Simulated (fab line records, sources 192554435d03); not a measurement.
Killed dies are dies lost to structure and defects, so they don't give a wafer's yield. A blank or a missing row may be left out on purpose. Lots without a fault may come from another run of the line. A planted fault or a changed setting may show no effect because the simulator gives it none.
Chamber matching | flow n5_finfet | N5_BEOL_M12_CMP_49 on cmp-02: 4 sister chambers
The step polishes, stops on SiOC, t overpolish 20.6 s, target thk 320 nm. 7 wafers are shown with their chamber, then 9 later ones without.

WAFERS WITH THEIR CHAMBER
wafer  | chamber | motor_current_A (A) | overpolish_run_s (s)
L086.1 | 3       | 6.0                 | 20.593
L086.5 | 3       | 6.2                 | 20.612
L085.5 | 2       | 5.0                 | 20.610
L087.5 | 2       | 4.8                 | 20.600
L089.1 | 1       | 6.5                 | 20.594
L089.4 | 0       | 5.6                 | 20.585
L089.5 | 1       | 6.7                 | 20.592

WAFERS WITHOUT THEIR CHAMBER
wafer  | motor_current_A (A) | overpolish_run_s (s)
L093.3 | 6.7                 | 20.610
L093.4 | 6.4                 | 20.591
L093.6 | 6.3                 | 20.600
L094.1 | 6.2                 | 20.597
L094.5 | 6.8                 | 20.607
L094.6 | 4.6                 | 20.596
L095.2 | 6.3                 | 20.603
L095.3 | 5.0                 | 20.608
L095.4 | 5.3                 | 20.593

WHICH CHAMBER EACH WENT THROUGH
wafer  | from the rows above     | in truth
L093.3 | 1                       | 1
L093.4 | can't be placed: 1 or 3 | 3
L093.6 | can't be placed: 3 or 1 | 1
L094.1 | can't be placed: 3 or 1 | 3
L094.5 | 1                       | 1
L094.6 | 2                       | 2
L095.2 | can't be placed: 3 or 1 | 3
L095.3 | 2                       | 2
L095.4 | can't be placed: 0 or 2 | 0
Placed correctly: 4 of 9. Can't be placed from these rows: 5 (the true chamber is among the candidates in 5). Placed wrongly: 0.
How it was worked out, from the rows above alone: a wafer's distance from a chamber is the root of the sum, over the readings, of the square of ((its reading less the chamber's mean) divided by the reading's scatter). The wafer belongs to the nearest chamber; if the next one is less than 2 further off, it can't be placed. A chamber's mean is the mean of its shown wafers. The scatter: the root of (the sum of the squares of (reading less its chamber's mean) over the shown wafers, divided by (wafers less chambers)).
